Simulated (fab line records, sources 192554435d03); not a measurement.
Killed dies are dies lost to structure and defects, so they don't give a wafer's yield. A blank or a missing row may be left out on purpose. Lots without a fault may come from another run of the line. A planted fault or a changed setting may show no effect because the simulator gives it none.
Which tool did it? | flow n5_finfet | 12 lots, 36 wafers sampled, at 1 step of a route of 1938

WHAT THE GAUGES READ, wafer by wafer
N5_BEOL_M10_THK_MEAS_01.
lot  | measured     | on            | M10_ILD_THK (nm)
L077 | day 10 04:55 | film_metro-01 | 270 274 273
L075 | day 10 17:55 | film_metro-01 | 265 268 267
L080 | day 11 09:05 | film_metro-01 | 264 266 271
L083 | day 12 11:26 | film_metro-02 | 265 268 269
L082 | day 12 15:00 | film_metro-01 | 268 274 268
L085 | day 12 19:50 | film_metro-01 | 266 268 268
L087 | day 13 16:14 | film_metro-01 | 270 270 269
L089 | day 13 16:46 | film_metro-01 | 267 264 268
L091 | day 14 17:58 | film_metro-01 | 267 267 272
L093 | day 14 21:19 | film_metro-02 | 264 262 268
L095 | day 15 10:53 | film_metro-01 | 263 267 268
L097 | day 15 19:20 | film_metro-01 | 270 273 275

WHICH TOOL RAN EACH LOT (tool, then ch and the chambers of the sampled wafers, then the start)
The record holds no process step before these readings.

THE ANSWER, worked out from the rows above alone
Rule: what is usual is taken from the lots themselves. Put in order of their means at a reading, lots are off if they are a third of the lots or fewer, leave a main group of 4 or more, and stand apart from it by a gap of 3 or more times the standard deviation of the main group's means; of several such gaps the widest counts. A main group whose means are all the same, to the digits that the tables above print for the reading, isn't used. A lot without any number at a reading at which 4 lots or more have one is off too. The other lots that the step has rows for count as sound.
No lot is off at any reading shown: from this, nothing can be told.

WHAT THE SIMULATOR HAD PUT IN
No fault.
